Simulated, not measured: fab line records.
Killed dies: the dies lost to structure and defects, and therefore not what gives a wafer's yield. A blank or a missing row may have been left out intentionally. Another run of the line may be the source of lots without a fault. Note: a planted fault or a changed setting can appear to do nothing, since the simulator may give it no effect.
Split-lot study | flow n5Finfet | route with 1938 steps; 7 lots, 39 wafers read

ABOUT THE SPLIT
At N5_WELL_APT_EPI_41 (deposits Si from SiH4/H2, target thk 50 nm, time 297.7 s), the setting timeS was moved away from the recipe's 297.7 s on 9 of the 39 wafers read, by -3.8% to +7.5%. For the rest of the wafers, this setting stayed at what the recipe calls for.

The split's own step is where the reading is taken.

THE READING
Si_of_WELL_APT_EPI_41.thkNm (the simulator's own value, which no gauge read), in nm, at N5_WELL_APT_EPI_41 (deposits Si from SiH4/H2, target thk 50 nm, time 297.7 s). No usual value for it is given in the file. Here, 30 wafers ran the recipe; their average is 49.82 nm with a standard deviation of 0.58 nm.

wafer  | tool, chamber at the split | timeS as run, s | against the recipe | Si_of_WELL_APT_EPI_41.thkNm, nm | against lot-mates on the recipe
L079.1 | epiRpcvd-01, 0             | 297.7           | recipe             | 50.25                           | -
L079.2 | epiRpcvd-01, 0             | 286.4           | -3.8%              | 47.72                           | -1.85
L079.3 | epiRpcvd-01, 0             | 286.4           | -3.8%              | 48.18                           | -1.39
L079.4 | epiRpcvd-01, 0             | 297.7           | recipe             | 49.48                           | -
L079.5 | epiRpcvd-01, 0             | 297.7           | recipe             | 48.97                           | -
L079.6 | epiRpcvd-01, 0             | 286.4           | -3.8%              | 48.04                           | -1.53
L085.1 | epiRpcvd-02, 0             | 297.7           | recipe             | 49.13                           | -
L085.2 | epiRpcvd-02, 0             | 315.6           | +6.0%              | 52.33                           | +3.20
L085.3 | epiRpcvd-02, 0             | 297.7           | recipe             | 49.16                           | -
L085.4 | epiRpcvd-02, 0             | 297.7           | recipe             | 49.1                            | -
L085.5 | epiRpcvd-02, 0             | 315.6           | +6.0%              | 52                              | +2.87
L085.6 | epiRpcvd-02, 0             | 315.6           | +6.0%              | 51.88                           | +2.75
L086.1 | epiRpcvd-01, 0             | 297.7           | recipe             | 50.56                           | -
L086.2 | epiRpcvd-01, 0             | 297.7           | recipe             | 50.64                           | -
L086.3 | epiRpcvd-01, 0             | 297.7           | recipe             | 50.82                           | -
L086.4 | epiRpcvd-01, 0             | 297.7           | recipe             | 50.94                           | -
L086.5 | epiRpcvd-01, 0             | 297.7           | recipe             | 50.68                           | -
L086.6 | epiRpcvd-01, 0             | 297.7           | recipe             | 50.32                           | -
L088.1 | epiRpcvd-02, 0             | 297.7           | recipe             | 49.98                           | -
L088.2 | epiRpcvd-02, 0             | 297.7           | recipe             | 49.8                            | -
L088.3 | epiRpcvd-02, 0             | 297.7           | recipe             | 49.76                           | -
L088.4 | epiRpcvd-02, 0             | 297.7           | recipe             | 50.18                           | -
L088.5 | epiRpcvd-02, 0             | 297.7           | recipe             | 50.01                           | -
L088.6 | epiRpcvd-02, 0             | 297.7           | recipe             | 50.71                           | -
L093.1 | epiRpcvd-04, 0             | 297.7           | recipe             | 49.12                           | -
L093.5 | epiRpcvd-04, 0             | 297.7           | recipe             | 49.75                           | -
L093.6 | epiRpcvd-04, 0             | 297.7           | recipe             | 49.27                           | -
L095.1 | epiRpcvd-04, 0             | 320             | +7.5%              | 52.64                           | +3.19
L095.2 | epiRpcvd-04, 0             | 297.7           | recipe             | 49.26                           | -
L095.3 | epiRpcvd-04, 0             | 320             | +7.5%              | 53.13                           | +3.68
L095.4 | epiRpcvd-04, 0             | 320             | +7.5%              | 53.01                           | +3.56
L095.5 | epiRpcvd-04, 0             | 297.7           | recipe             | 49.3                            | -
L095.6 | epiRpcvd-04, 0             | 297.7           | recipe             | 49.8                            | -
L097.1 | epiRpcvd-04, 0             | 297.7           | recipe             | 49.35                           | -
L097.2 | epiRpcvd-04, 0             | 297.7           | recipe             | 49.74                           | -
L097.3 | epiRpcvd-04, 0             | 297.7           | recipe             | 49.76                           | -
L097.4 | epiRpcvd-04, 0             | 297.7           | recipe             | 50.03                           | -
L097.5 | epiRpcvd-04, 0             | 297.7           | recipe             | 49.28                           | -
L097.6 | epiRpcvd-04, 0             | 297.7           | recipe             | 49.54                           | -

THE FIT
A straight line over all 39 wafers: Si_of_WELL_APT_EPI_41.thkNm changes by +0.414 nm for each +1% of timeS; r = +0.91; the points scatter about the line by 0.54 nm.
The same after taking each lot's own level away (the mean of its wafers on the recipe; 39 wafers): +0.464 nm for each +1%; r = +0.98; scatter 0.28 nm.
The reading moves by 3.5 nm for the largest change in timeS, on that fit.
The span of the lots' own levels, 49.130 to 50.660 nm, comes to 2.7 times the standard deviation stated above.
So the slope is not independent of the lot-to-lot level: the two fits are not the same.
Check: +3.57 nm against its lot-mates is what the line predicts for one of the wafers moved furthest among these (+7.5%) when that wafer is left out of the fit. It came out at +3.19 nm against them.

THE FILE'S OWN FIT
Si_of_WELL_APT_EPI_41.thkNm changes by +0.466 nm for each +1% of timeS, r = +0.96.
